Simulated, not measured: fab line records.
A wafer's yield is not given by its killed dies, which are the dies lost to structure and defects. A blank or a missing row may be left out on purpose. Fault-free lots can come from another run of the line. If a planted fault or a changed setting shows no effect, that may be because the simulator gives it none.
The tool behind it: which one? -- flow n5Finfet -- Sampling: 9 lots, 27 wafers, 4 of 1938 route steps

## WHAT THE GAUGES READ, wafer by wafer
N5_WELL_APT_OVL_MEAS_26.
lot,measured,on,PWELL_OVL (nm)
L780,day 1 15:00,overlay-02,5 7 3
L784,day 2 15:03,overlay-01,-2 4 0
L785,day 2 21:07,overlay-02,4 7 5
L786,day 3 03:52,overlay-02,9 2 3
L788,day 3 15:17,overlay-02,2 8 5
L789,day 3 21:04,overlay-01,6 4 7
L791,day 4 08:50,overlay-02,5 3 4
L792,day 4 14:46,overlay-01,1 -2 -1
L796,day 5 16:31,overlay-02,4 1 4

## WHAT TOOL EACH LOT RAN ON (gives the tool, then ch and the chambers of the sampled wafers, and finally the start)
lot,N5_ZERO_LAYER_STRIP_24,N5_WELL_APT_COAT_02,N5_WELL_APT_DESCUM_13
L780,"plasmaAsher-01 ch 0,1, day 1 13:04","lithoTrack-04 ch 0, day 1 13:26","rieDiel-02 ch 1,2,3, day 1 13:55"
L784,"plasmaAsher-01 ch 0,1, day 2 13:08","lithoTrack-03 ch 0, day 2 13:31","rieDiel-06 ch 0,3, day 2 13:59"
L785,"plasmaAsher-02 ch 0,1, day 2 19:03","lithoTrack-03 ch 0, day 2 19:27","rieDiel-06 ch 0,2, day 2 19:56"
L786,"plasmaAsher-01 ch 0,1, day 3 00:53","lithoTrack-04 ch 0, day 3 01:17","rieDiel-06 ch 1,2,3, day 3 02:41"
L788,"plasmaAsher-01 ch 0,1, day 3 13:01","lithoTrack-04 ch 0, day 3 13:37","rieDiel-01 ch 0,2, day 3 14:06"
L789,"plasmaAsher-02 ch 0,1, day 3 19:01","lithoTrack-01 ch 0, day 3 19:25","rieDiel-01 ch 0,2, day 3 20:01"
L791,"plasmaAsher-02 ch 0,1, day 4 07:01","lithoTrack-04 ch 0, day 4 07:25","rieDiel-06 ch 1,2,3, day 4 07:46"
L792,"plasmaAsher-01 ch 0,1, day 4 12:57","lithoTrack-03 ch 0, day 4 13:20","rieDiel-06 ch 0,1,3, day 4 13:41"
L796,"plasmaAsher-01 ch 0,1, day 5 14:13","lithoTrack-03 ch 0, day 5 14:52","rieDiel-02 ch 0,2,3, day 5 15:20"
- N5_ZERO_LAYER_STRIP_24: strips in O2.
- N5_WELL_APT_COAT_02: resist thk 950 nm.
- N5_WELL_APT_DESCUM_13: chemistry O2, time 7.9 s.

## THE ANSWER, worked out from the rows above alone
Rule: the lots themselves supply what counts as usual. Put in order of their means at a reading, lots are off if they are a third of the lots or fewer, leave a main group of 4 or more, and stand apart from it by a gap of 3 or more times the standard deviation of the main group's means; of several such gaps the widest counts. Not used: any main group whose means are identical at the precision the tables above print for the reading. A lot without any number at a reading at which 4 lots or more have one is off too. Any other lot the step has rows for is counted as sound.
None of the lots is off at any reading shown; this tells nothing.

## WHAT THE SIMULATOR HAD INSERTED
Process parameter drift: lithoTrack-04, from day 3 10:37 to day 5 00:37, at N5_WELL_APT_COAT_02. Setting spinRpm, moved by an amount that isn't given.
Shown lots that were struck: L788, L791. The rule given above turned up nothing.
